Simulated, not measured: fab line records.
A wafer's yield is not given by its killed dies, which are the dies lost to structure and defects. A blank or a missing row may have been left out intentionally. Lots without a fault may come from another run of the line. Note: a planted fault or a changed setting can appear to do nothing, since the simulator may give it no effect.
fab line records	flow n5_finfet
record lots=5	wafers=15	last_day=16
route steps=1938 shown BEOL_M9@1437 BEOL_M10@1470 BEOL_M15@1830
lots that met no fault: from a run of the same line without faults
start_h: the number of hours between the record's first day and the start of the first shown wafer of the lot	wait_h: time in hours since the lot's previous step	" unchanged from the row above	L1.1+2: a row that stands for several wafers	- no value present, or no start provided	* or withheld: withheld	< > ~ a bound
route shown NAME@n: a module of which the file shows steps, and the number in the route of the first	usual: the fault-free wafers' mean and standard deviation	same: alike in all rows	chamber/n: place in a boat	sites: readings site by site	_std_site: the values' standard deviation	_edge_site: inner sites' mean taken away from outer sites' mean	radius_mm: how far each site lies from the wafer's centre	mask NAME#n: copy n	behind: tool/chamber where the wafer was last shaped	hold: cause of the lot's hold/its duration in hours/its outcome	device: names the non-switching transistor (n, p or np)	end of line: the route-end tests of the same wafers	for a step that has no rows: nothing shown but its recipe	killed: dies lost to structure and defects at the first sort, not the wafer's yield	map: per-die view of a wafer (x killed, . not killed, _ where there is no die)
set.NAME: the setting the step ran with; set.NAME@STEP: the setting that earlier step ran with	model.NAME: the simulator's own value behind a step, which no gauge read
certain route steps with their lots: each step a table, each wafer a row
services: a tool's chamber out of use, with start hour (start_h, from the record's first day; less than 0 if before it), hours out, and reason
## steps
# step N5_BEOL_M9_DESCUM_33
# recipe chemistry=O2	time_s=7	source_power_w=50	bias_power_w=20	pressure_mtorr=20	rf_frequency_hz=2.712e+07	temp_c=40	resist=CAR-EUV	o2_flow_sccm=225
# step N5_BEOL_M9_ETCH_76
# recipe chemistry=N2/H2	target=underlayer	target_depth_a=65	mask_material=CAR-EUV	time_s=5.2	ion_energy_ev=200	pressure_mtorr=30	source_w=840	bias_w=150	n2_flow_sccm=200	h2_flow_sccm=200	ends=cleared
# step N5_BEOL_M9_ETCH_65
# recipe chemistry=CF4	target=SiARC	target_depth_a=156	mask_material=CAR-EUV	time_s=26	ion_energy_ev=80	pressure_mtorr=40	source_w=545	bias_w=36	Ar_flow_sccm=100	cf4_flow_sccm=100	ends=cleared
# step N5_BEOL_M9_ETCH_66
# recipe chemistry=N2/H2	target=SOC	target_depth_a=800	overetch_a=160	mask_material=SiARC	temp_c=40	time_s=120	ion_energy_ev=200	pressure_mtorr=30	source_w=840	bias_w=150	n2_flow_sccm=200	h2_flow_sccm=200
# step N5_BEOL_M9_STRIP_69
# recipe chemistry=N2/H2	temp_c=40	n2_flow_sccm=200	h2_flow_sccm=200	rf_frequency_hz=6e+07
# step N5_BEOL_M9_STRIP_77
# recipe chemistry=N2/H2	temp_c=40	n2_flow_sccm=200	h2_flow_sccm=200	rf_frequency_hz=6e+07
# step N5_BEOL_M9_VIA_ETCH_34
# recipe chemistry=C4F6/O2	target=SiCOH_lowk	target_depth_a=1824	mask_material=SOC	taper_deg=4	time_s=68.4	ion_energy_ev=250	pressure_mtorr=30	source_w=345	bias_w=185	Ar_flow_sccm=300	C4F6_flow_sccm=10	O2_flow_sccm=10
# step N5_BEOL_M9_STRIP_73
# recipe chemistry=C4F6/O2	resist=SiARC	rf_frequency_hz=6e+07
# step N5_BEOL_M9_STRIP_36
# recipe chemistry=N2/H2	power_w=450	temp_c=40	pressure_mtorr=20	rf_frequency_hz=6e+07	overash_fraction=0.3	bias_power_w=7	h2_frac=0.5	n2_flow_sccm=200	h2_flow_sccm=200
# step N5_BEOL_M9_TRENCH_ETCH_37
# recipe chemistry=C4F6/O2	target_depth_a=1514.3	target=SiCOH_lowk	time_s=49	ion_energy_ev=250	pressure_mtorr=30	source_w=345	bias_w=185	Ar_flow_sccm=300	C4F6_flow_sccm=10	O2_flow_sccm=10
# usual O2_flow_sccm=10.00/0.033	drypump_motor_current_A=5.7/0.49	mfc_ar_sccm=300.0/1.1	oes_product_au=0.78/0.095	rf_vpp_V=667/8.7	run_length_s=72.3/0.58	showerhead_plenum_p_Torr=2.84/0.12	throttle_valve_pct=20.95/0.23	time_s=49/0
lot.wafer	tool	chamber	start_h	wait_h	O2_flow_sccm	drypump_motor_current_A	mfc_ar_sccm	oes_product_au	rf_hours_counter_h	rf_vpp_V	run_length_s	showerhead_plenum_p_Torr	throttle_valve_pct	time_s	model.etch.depth_nm	model.BEOL_M9.feature_depth_nm	model.TiN_of_BEOL_M9_HM_DEP_02.thk_nm
L126.1	rie_diel-06	0	243.41	-	10.02	5.6	298.7	0.72	211	662	72.7	2.92	21.12	49	149.2	149.2	15.8
L126.3	"	1	"	"	9.98	5.5	296.9	0.76	146	672	72.4	2.62	20.75	49	152	152	15.8
L126.5	"	2	"	"	10.02	4.8	301.3	0.90	-	664	72.9	3.01	20.76	49	154	154	15.6
L127.1	rie_diel-06	1	262.49	-	10.05	5.6	297.9	0.76	152	671	72.3	2.62	20.77	49	154.3	154.4	15.4
L127.4	"	2	"	"	9.97	4.8	301.4	0.88	37	665	72.8	3.00	20.75	49	154.6	154.6	15.2
L127.5	"	0	"	"	10.06	5.6	300.6	0.71	-	661	72.7	2.92	21.13	49	149.5	149.4	15.8
L133.1	rie_diel-06	0	291.89	-	10.05	5.6	300.1	0.71	225	660	60.8	2.92	21.14	34.3	104.2	104.2	17.2
L133.4	"	2	"	"	9.96	4.9	300.1	0.86	47	665	61.3	3.00	20.78	34.3	105.9	106	16.8
L133.6	"	0	"	"	10.03	5.6	300.8	0.70	-	662	61.2	2.91	21.15	34.3	103.4	103.4	17
L134.2	rie_diel-04	0	293.96	-	10.01	5.3	300.7	0.72	212	681	60.8	2.94	21.13	34.3	104	104	17.2
L134.3	"	2	"	"	10.00	5.9	300.2	0.79	91	648	61.3	2.86	20.75	34.3	103.2	103.2	17.8
L134.5	"	0	"	"	10.04	5.3	301.2	0.71	-	682	60.8	2.94	21.12	34.3	102.7	102.6	17.6
L135.2	rie_diel-06	2	305.90	-	9.98	4.8	299.7	0.85	51	664	61.0	3.00	20.79	34.3	105.9	105.8	17.2
L135.3	"	1	"	"	9.98	5.6	301.7	0.74	165	672	60.4	2.62	20.77	34.3	105.4	105.4	17.2
L135.6	"	2	"	"	9.93	4.8	299.7	0.85	-	664	61.0	3.00	20.77	34.3	106.1	106	17.4
# step N5_BEOL_M9_ETCH_41
# recipe chemistry=CH3F/O2	target=SiCN	target_depth_a=366	taper_deg=2	time_s=70.1	ion_energy_ev=120	mask_material=TiN	pressure_mtorr=30	source_w=395	bias_w=75	Ar_flow_sccm=150	CH3F_flow_sccm=30	O2_flow_sccm=20
# step N5_BEOL_M9_STRIP_80
# recipe chemistry=N2/H2	time_s=10	power_w=450	temp_c=40	pressure_mtorr=20	rf_frequency_hz=6e+07	bias_power_w=7	n2_flow_sccm=200	h2_flow_sccm=200
# step N5_BEOL_M9_OCD_MEAS_38
# usual trench_depth_nm=150.9/2.9
lot.wafer	tool	chamber	start_h	wait_h	trench_depth_nm
L126.1	ocd-02	-	243.58	-	148.9
L126.3	"	-	"	"	151.6
L126.5	"	-	"	"	154.0
L127.1	ocd-02	-	262.66	-	154.4
L127.4	"	-	"	"	154.5
L127.5	"	-	"	"	149.5
L133.1	ocd-02	-	292.07	-	104.4
L133.4	"	-	"	"	106.5
L133.6	"	-	"	"	103.2
L134.2	ocd-01	-	294.13	-	104.2
L134.3	"	-	"	"	103.1
L134.5	"	-	"	"	102.7
L135.2	ocd-02	-	306.07	-	105.7
L135.3	"	-	"	"	105.3
L135.6	"	-	"	"	106.0
# step N5_BEOL_M9_HM_STRIP_39
# recipe chemistry=peroxide_tin_strip	material=TiN	target_depth_a=250	temp_c=50	time_s=158
# step N5_BEOL_M9_SRD_40
# recipe time_s=30	temp_c=23	rinse_liquid=diw	dry=ipa_marangoni
# step N5_BEOL_M9_PRECLEAN_42
# recipe chemistry=residue_remover	time_s=60	temp_c=40
# step N5_BEOL_M9_SRD_43
# recipe time_s=30	temp_c=23	rinse_liquid=diw	dry=ipa_marangoni
# step N5_BEOL_M9_CURE_72
# recipe temp_c=370	time_s=120	ambient=DMADMS/He	material=SiCOH_lowk
# step N5_BEOL_M9_DEGAS_44
# recipe ambient=vacuum	temp_c=250	time_s=60
# step N5_BEOL_M9_PRE_CLEAN_45
# recipe gas=H2/He	time_s=30	temp_c=250
# step N5_BEOL_M9_ALD_74
# recipe material=TaN	target_thk_a=20	temp_c=275	ald_precursor_family=PDMAT	ald_co_reactant=NH3	pressure_torr=3	carrier_flow_sccm=1500	pulse_time_s=2	purge_time_s=3	co_reactant_purge_time_s=2	co_reactant_pulse_time_s=3	ald_cycles=40	precursor_vessel_temp_c=75	precursor_vessel_pressure_torr=26.25	precursor_vessel_carrier_sccm=1000
# step N5_BEOL_M9_SURFACE_TREAT_79
# recipe gas=Ar	time_s=*	ion_energy_ev=*	ion_current_ma_cm2=0.5	pressure_mtorr=*	ar_flow_sccm=30
# step N5_BEOL_M9_CVD_78
# recipe material=Co	target_thk_a=20	temp_c=withheld	precursor=CCTBA/H2	pressure_torr=30	time_s=138.9
# step N5_BEOL_M9_SPUTTER_48
# recipe material=Cu	target_thk_a=120	temp_c=-20	bias_v=60	power_w=26000	chamber_pressure_pa=0.13	time_s=2
# step N5_BEOL_M9_ECD_50
# recipe material=Cu	target_thk_a=3180
# step N5_BEOL_M9_ANNEAL_51
# recipe temp_c=225	time_s=90	ambient=N2
# step N5_BEOL_M9_CMP_52
# recipe stop_on=SiCOH_lowk	t_overpolish_s=7	down_force_psi=1	platen_rpm=50	clearing_platen_down_force_psi=1.5	clearing_platen_rpm=50	post_cmp_clean=cu_alkaline	target_thk_nm=140	clearing_platen_pad_velocity_m_s=0.99484	pad_velocity_m_s=0.99484
# usual clearing_platen_rpm=49.998/0.025	head_pressure_psi=1.0006/0.0022	motor_current_A=6.0/0.49	pad_life_wafers=837/640
lot.wafer	tool	chamber	start_h	wait_h	clearing_platen_rpm	head_pressure_psi	motor_current_A	pad_life_wafers	model.Cu_of_BEOL_M9_ECD_50.thk_nm
L126.1	cmp-03	3	245.31	0.3	49.988	0.9977	7.3	1572	138.8
L126.3	"	1	"	"	50.018	1.0019	6.5	1574	141
L126.5	"	0	"	"	49.995	0.9953	5.9	-	144.6
L127.1	cmp-01	1	266.88	0.4	49.995	1.0028	5.6	2089	143.2
L127.4	"	2	"	"	50.015	0.9989	6.5	2090	143.4
L127.5	"	1	"	"	49.990	1.0018	5.4	-	139.4
L133.4	cmp-02	0	295.09	0.2	50.001	1.0006	6.4	697	96.8
L133.1	"	2	"	"	50.006	1.0019	5.9	699	94
L133.6	"	3	"	"	49.998	1.0007	5.7	-	91.8
L134.2	cmp-02	0	297.39	0.2	49.964	0.9980	6.4	714	93.6
L134.3	"	1	"	"	49.985	0.9987	5.7	715	90.4
L134.5	"	1	"	"	50.010	0.9990	6.2	-	90
L135.3	cmp-02	0	307.92	0.2	50.027	0.9993	6.3	804	94.8
L135.2	"	3	"	"	50.032	1.0018	5.4	807	93.6
L135.6	"	0	"	"	50.001	1.0007	6.2	-	94.4
# step N5_BEOL_M9_THK_MEAS_53
# recipe thk_meas_gauge=xrf	reads=Cu_of_BEOL_M9_ECD_50
# usual M9_THK=138/3.1
lot.wafer	tool	chamber	start_h	wait_h	M9_THK[nm]
L126.1	film_metro-02	-	245.60	-	136
L126.3	"	-	"	"	139
L126.5	"	-	"	"	142
L127.1	film_metro-02	-	267.14	-	141
L127.4	"	-	"	"	141
L127.5	"	-	"	"	137
L133.1	film_metro-02	-	295.35	-	92
L133.4	"	-	"	"	94
L133.6	"	-	"	"	89
L134.2	film_metro-02	-	297.68	-	93
L134.3	"	-	"	"	89
L134.5	"	-	"	"	89
L135.2	film_metro-01	-	308.21	-	93
L135.3	"	-	"	"	94
L135.6	"	-	"	"	93
# step N5_BEOL_M9_PRE_CLEAN_55
# recipe gas=NH3	time_s=15	temp_c=withheld	rf_power_w=300
# step N5_BEOL_M9_DEP_56
# recipe material=SiCN	target_thk_a=150	temp_c=withheld	precursor=3MS/NH3	pressure_torr=3	rf_w=202	time_s=26.5
# step N5_BEOL_M9_RS_MEAS_57
# recipe thk_meas_gauge=four-point-probe	reads=Cu_of_BEOL_M9_ECD_50+Co_of_BEOL_M9_CVD_78+TaN_of_BEOL_M9_ALD_74
# usual M9_RS=0.152/0.0036
lot.wafer	tool	chamber	start_h	wait_h	M9_RS[ohm/sq]
L126.1	film_metro-01	-	245.74	0.1	0.152
L126.3	"	-	"	"	0.150
L126.5	"	-	"	"	0.145
L127.1	film_metro-02	-	267.27	0.1	0.147
L127.4	"	-	"	"	0.147
L127.5	"	-	"	"	0.152
L133.1	film_metro-02	-	295.48	0.1	0.237
L133.4	"	-	"	"	0.229
L133.6	"	-	"	"	0.243
L134.2	film_metro-01	-	297.82	0.1	0.238
L134.3	"	-	"	"	0.247
L134.5	"	-	"	"	0.249
L135.2	film_metro-02	-	308.35	0.1	0.238
L135.3	"	-	"	"	0.234
L135.6	"	-	"	"	0.235
# step N5_BEOL_M10_ILD_DEP_00
# recipe material=SiCOH_lowk	target_thk_a=3085.1	temp_c=300	precursor=DEMS/porogen	pressure_torr=5	rf_w=500	time_s=58
# step N5_BEOL_M10_CURE_71
# recipe temp_c=385	time_s=240	ambient=He/Ar	material=SiCOH_lowk
# step N5_BEOL_M10_PECVD_70
# recipe material=SiO2	target_thk_a=200	temp_c=400	precursor=TEOS/O2	pressure_torr=5.5	rf_w=450	teos_flow_sccm=53.8	gas=O2	flow_sccm=3000	time_s=22.7
# step N5_BEOL_M10_HM_DEP_02
# recipe material=TiN	target_thk_a=200	temp_c=25	chamber_pressure_pa=0.49996
# step N5_BEOL_M10_COAT_59
# recipe resist=SOC	temp_c=250	time_s=60	spin_rpm=1500	resist_thk_nm=100
# step N5_BEOL_M15_RC_MEAS_101
# usual COMB_M10=1.5e-11/3.9e-12	COMB_M11=1.4e-11/3.3e-12	COMB_M12=5.9e-12/1.4e-12	COMB_M13=4.6e-12/1.1e-12	COMB_M14=3.4e-12/8.9e-13	COMB_M15=2.1e-12/7.4e-13	COMB_M5=3.6e-11/6.7e-12	COMB_M6=2.5e-11/5.9e-12	COMB_M7=2.5e-11/4.5e-12	COMB_M7_max_site=3.6e-11/7.9e-12	COMB_M8=2.5e-11/4.7e-12	SERP_M10=3.04/0.084	SERP_M11=3.07/0.085	SERP_M12=0.633/0.016	SERP_M13=0.309/0.0058	SERP_M13_max_site=0.313/0.006	SERP_M14=0.159/0.0042	SERP_M5=39.2/2	SERP_M6=13.7/0.54	SERP_M7=13.9/0.51	SERP_M8=13.5/0.49	SERP_M9=3.09/0.087	SERP_M9_max_site=3.18/0.11
lot.wafer	tool	chamber	start_h	wait_h	COMB_M10[S/m]	COMB_M11[S/m]	COMB_M12[S/m]	COMB_M13[S/m]	COMB_M14[S/m]	COMB_M15[S/m]	COMB_M5[S/m]	COMB_M6[S/m]	COMB_M7[S/m]	COMB_M7_max_site[S/m]	COMB_M8[S/m]	SERP_M10[ohm/um]	SERP_M11[ohm/um]	SERP_M12[ohm/um]	SERP_M13[ohm/um]	SERP_M13_max_site[ohm/um]	SERP_M14[ohm/um]	SERP_M5[ohm/um]	SERP_M6[ohm/um]	SERP_M7[ohm/um]	SERP_M8[ohm/um]	SERP_M9[ohm/um]	SERP_M9_max_site[ohm/um]
L126.1	prober-02	0	292.46	0.0	1.5e-11	1.2e-11	6.4e-12	4.6e-12	4.6e-12	2.4e-12	3e-11	3.8e-11	2.6e-11	3.2e-11	3e-11	3.01	3.15	0.632	0.309	0.311	0.154	37.1	13.9	14.2	13.1	3.14	3.18
L126.3	"	0	"	"	1.4e-11	1.1e-11	6e-12	5.4e-12	5.4e-12	2.6e-12	3.2e-11	2.4e-11	3.5e-11	4.4e-11	2.1e-11	3.11	3.20	0.612	0.310	0.314	0.156	39.6	13.5	13.3	13.3	3.05	3.11
L126.5	"	0	"	"	1.9e-11	1e-11	6.6e-12	4.4e-12	4.6e-12	2.1e-12	3e-11	2.4e-11	2.9e-11	3.6e-11	2.3e-11	3.07	3.14	0.596	0.314	0.319	0.157	37.6	13.8	14.4	13.9	2.93	3.00
L127.1	prober-02	0	311.72	0.0	2.1e-11	1.7e-11	5.1e-12	6.1e-12	2.5e-12	3.1e-12	2.8e-11	2.4e-11	3.4e-11	5.2e-11	1.8e-11	3.17	3.06	0.618	0.304	0.306	0.167	38.8	13.2	13.7	13.3	3.02	3.07
L127.4	"	0	"	"	1.6e-11	1.1e-11	6.8e-12	6.4e-12	4.3e-12	2e-12	4.4e-11	2.1e-11	3.1e-11	3.6e-11	3.1e-11	3.25	3.03	0.628	0.312	0.314	0.158	38.7	14.2	13.9	13.0	2.97	3.09
L127.5	"	0	"	"	1.4e-11	1.6e-11	4.6e-12	6.3e-12	3.9e-12	3.1e-12	4.3e-11	2.7e-11	3.3e-11	3.9e-11	2.6e-11	3.08	3.10	0.630	0.311	0.315	0.166	37.8	13.0	13.4	13.0	3.04	3.10
L133.1	prober-01	0	333.71	0.0	1e-11	1.6e-11	9.1e-12	2.9e-12	2.5e-12	1.5e-12	2.4e-11	1.9e-11	2.5e-11	3.4e-11	2.5e-11	2.96	3.02	0.635	0.312	0.318	0.168	37.4	14.0	13.7	12.1	4.75	4.85
L133.4	"	0	"	"	1.1e-11	1.8e-11	5.5e-12	4.1e-12	3.3e-12	2e-12	3.7e-11	2.1e-11	3.5e-11	4.6e-11	2.6e-11	3.05	3.13	0.618	0.298	0.299	0.160	38.9	15.5	13.4	13.0	4.56	4.64
L133.6	"	0	"	"	9e-12	1.8e-11	7.5e-12	2.6e-12	3.1e-12	2.1e-12	4e-11	1.6e-11	2e-11	2.8e-11	2.5e-11	3.01	3.14	0.628	0.315	0.316	0.162	37.9	14.1	13.9	12.9	4.92	5.07
L134.2	prober-01	0	341.80	0.2	2e-11	1.7e-11	6.4e-12	3e-12	2.6e-12	1.4e-12	3.1e-11	2.1e-11	2.6e-11	3.1e-11	2.8e-11	2.92	3.05	0.660	0.307	0.309	0.168	39.2	14.0	13.4	13.6	4.82	4.92
L134.3	"	0	"	"	1.7e-11	1.6e-11	4.5e-12	4.9e-12	2.7e-12	1.8e-12	3.9e-11	2.3e-11	3e-11	4.2e-11	2.8e-11	2.81	3.15	0.646	0.314	0.317	0.160	37.1	13.5	13.7	14.0	5.15	5.31
L134.5	"	0	"	"	8e-12	2.2e-11	6.1e-12	4e-12	2.8e-12	1e-12	3.6e-11	2.6e-11	2.4e-11	3.6e-11	2.1e-11	2.92	3.10	0.654	0.301	0.305	0.159	34.7	13.3	13.5	13.3	4.96	5.07
L135.2	prober-01	0	364.74	0.2	1.3e-11	1.3e-11	5.6e-12	4.6e-12	2.8e-12	1.7e-12	3.5e-11	2.9e-11	3.5e-11	6.4e-11	2.2e-11	2.97	2.90	0.637	0.306	0.308	0.154	41.4	15.2	13.7	12.5	4.76	5.10
L135.3	"	0	"	"	1.6e-11	2e-11	6e-12	4.9e-12	3.1e-12	1.1e-12	4.4e-11	1.7e-11	2.8e-11	4.2e-11	2.3e-11	2.99	3.08	0.616	0.313	0.313	0.156	38.9	14.3	13.3	13.5	4.87	4.94
L135.6	"	0	"	"	1.3e-11	1.2e-11	4.7e-12	4.5e-12	3.6e-12	2.1e-12	2.8e-11	4.3e-11	1.8e-11	3e-11	2.6e-11	3.13	3.05	0.597	0.317	0.321	0.160	39.7	13.3	13.8	13.3	4.65	5.03
# sites SERP_M9 radius_mm=0,75,75,75,75,140,140,140,140
L126.1 3.11 3.14 3.13 3.14 3.18 3.15 3.10 3.12 3.14
L127.1 3.07 3.02 3.02 3.03 3.04 2.84 2.87 2.90 2.83
L133.1 4.70 4.80 4.64 4.85 4.75 4.80 4.66 4.85 4.65
L134.2 4.69 4.72 4.81 4.82 4.72 4.90 4.91 4.92 4.86
L135.2 4.54 4.67 4.73 4.73 4.76 5.03 5.10 5.02 5.01
## services
tool	chamber	start_h	hours	kind
cmp-02	-	233.10	0.6	repair
rie_diel-06	3	242.81	-	clean
rie_diel-06	3	242.81	-	consumable_replace:focus_ring
rie_diel-06	3	242.81	17.0	scheduled_down
rie_diel-06	3	242.81	17.0	vent_cycle
rie_diel-04	3	251.21	-	clean
rie_diel-04	3	251.21	-	consumable_replace:focus_ring
rie_diel-04	3	251.21	22.0	scheduled_down
rie_diel-04	3	251.21	22.0	vent_cycle
cmp-03	-	266.47	0.5	repair
rie_diel-04	1	273.24	-	clean
rie_diel-04	1	273.24	-	consumable_replace:focus_ring
rie_diel-04	1	273.24	28.3	scheduled_down
rie_diel-04	1	273.24	28.3	vent_cycle
cmp-01	-	276.31	4.0	pm
cmp-01	-	280.31	-	consumable_replace:conditioner
cmp-01	-	280.31	-	consumable_replace:pad
rie_diel-06	0	287.07	4.0	repair
cmp-03	-	305.50	4.0	pm
## key
first_sign step=N5_BEOL_M9_TRENCH_ETCH_37	reading=time_s	direction=down	sigmas=99+	usual=*	struck=*
effect step=N5_BEOL_M9_TRENCH_ETCH_37	reading=run_length_s	direction=down	sigmas=20	usual=*	struck=*
effect step=N5_BEOL_M9_OCD_MEAS_38	reading=trench_depth_nm	direction=down	sigmas=16	usual=150.9	struck=104.6
effect step=N5_BEOL_M9_THK_MEAS_53	reading=M9_THK	direction=down	sigmas=15	usual=138	struck=92
effect step=N5_BEOL_M9_RS_MEAS_57	reading=M9_RS	direction=up	sigmas=24	usual=0.152	struck=0.239
effect step=N5_BEOL_M15_RC_MEAS_101	reading=SERP_M9	direction=up	sigmas=20	usual=3.09	struck=4.83
model_effect step=N5_BEOL_M9_TRENCH_ETCH_37	value=etch.depth_nm	without=149.3	struck=104.5
model_effect step=N5_BEOL_M9_CMP_52	value=Cu_of_BEOL_M9_ECD_50.thk_nm	without=138	struck=93.27
met_at N5_BEOL_M9_TRENCH_ETCH_37
struck_wafers L133.1,L133.4,L133.6,L134.2,L134.3,L134.5,L135.2,L135.3,L135.6
sort_left_out L133.1,L133.4,L133.6,L134.2,L134.3,L134.5,L135.2,L135.3,L135.6
onset_between 262.49 291.89
fault kind=recipe_version_skew	tool=rie_diel-01,rie_diel-04,rie_diel-06	chamber=-	onset_h=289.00	steps=N5_BEOL_M9_TRENCH_ETCH_37	wrong_recipe.time_s=*
# sort_left_out: the simulated sort isn't trusted on such a fault, so these wafers' sort isn't shown, and their yield isn't known
